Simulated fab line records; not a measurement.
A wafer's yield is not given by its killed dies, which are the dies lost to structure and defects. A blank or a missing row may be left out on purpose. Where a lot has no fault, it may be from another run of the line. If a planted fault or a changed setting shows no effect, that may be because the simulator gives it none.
Problem report, 8D (eight disciplines) form, completed by code :: flow n5-finfet :: the parts of the form that need people (team, actions taken, sign-off) are left out

== 1. WHAT WENT WRONG ==
M2_ILD_THK at N5_BEOL_M2_THK_MEAS_01 reads a mean of 90.5 nm on 3 wafers of 2 lots; wafers without a fault read 79.2 nm with a standard deviation of 1.1. Relative to the usual mean, that is a shift of +10 standard deviations.
Seen first at day 10 22:45 on film-metro-01, wafer L304.5. The record has a number at this step for 29 wafers belonging to 10 lots. Rule for "out", or "out of limits": more than 4 standard deviations from the usual mean. The rest of the wafers with a number are treated as sound.

== 2. WHAT IT IS AND WHAT IT IS NOT ==
question: which readings at this step
is: M2_ILD_THK
is not: -

question: which lots
is: L304, L308
is not: L288, L289, L291, L292, L294, L295, L298, L310

question: which wafers of those lots
is: L304.5, L308.2, L308.5
is not: L304.1, L304.6

question: read on which gauges
is: film-metro-01
is not: film-metro-02

question: when
is: from day 10 22:45
is not: up to then (23 sound wafers); but 3 sound wafers of L310 came after

== 3. WHAT RULES OUT EACH SUSPECT ==
Counting: a tool at a process step up to the reading stays a suspect if it ran every lot that is out. Sound lots after the first of them don't rule it out here, since some wafers of a struck lot are sound.
- the gauge at N5_BEOL_M2_THK_MEAS_01: kept. All the wafers that are out were read on film-metro-01, and no step on other tools shows them out.
- cvd-co-01 at N5_BEOL_M1_PRE_CLEAN_60 (time 15 s): kept. Every lot that is out went through it, the first being L304 (day 10 22:24); the last sound lot it ran before that was L294 (day 8 08:23).
- pecvd-02 at N5_BEOL_M2_ILD_DEP_00 (deposits SiOC from DEMS/O2, target thk 79 nm, time 15.3 s): kept. Every lot that is out went through it, the first being L304 (day 10 22:41); the last sound lot it ran before that was L298 (day 9 13:44).
Still standing after the count: cvd-co-01 at N5_BEOL_M1_PRE_CLEAN_60, pecvd-02 at N5_BEOL_M2_ILD_DEP_00, film-metro-01 at N5_BEOL_M2_THK_MEAS_01.

== 4. THE CAUSE (what the simulator had put in) ==
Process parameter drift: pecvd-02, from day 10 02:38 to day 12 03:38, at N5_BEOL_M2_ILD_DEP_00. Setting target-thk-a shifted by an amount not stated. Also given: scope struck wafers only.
3 suspects survive the count, and this tool is in that group.

== 5. THE CHAIN OF EFFECTS, in route order ==
Rows list readings where the struck wafers' mean (over those with a number) sits beyond 3 standard deviations from the usual. Scope: only readings with a usual standard deviation given in the record; hours: median across lots of the time from each lot's start at the first step in this table that gives one to its start at this step; sigmas: change in usual standard deviations.
hours: 0
step: N5_BEOL_M2_THK_MEAS_01
reading: M2_ILD_THK
usual: 79.2 nm
on struck wafers: 90.5
change: +11.3
sigmas: +10
Later steps that measure or inspect, where all struck wafers having a row at the step show a number for every such reading and not one has moved that far: N5_BEOL_M4_RC_MEAS_101.

== 6. WHAT WOULD HAVE CAUGHT IT SOONER ==
In this record the first reading out of limits at a measuring or inspecting step was taken at day 10 22:45, 20 hours after the fault began at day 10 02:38.
Of the tool readings at N5_BEOL_M2_ILD_DEP_00 for which the record gives a usual standard deviation, none was out on any struck wafer, so an alarm limit of 4 standard deviations on them would not have fired.
Lots out: 2; of these, L308 started N5_BEOL_M2_ILD_DEP_00 on pecvd-02 after day 10 22:45. Had the tool been put on hold then, it would have been spared.
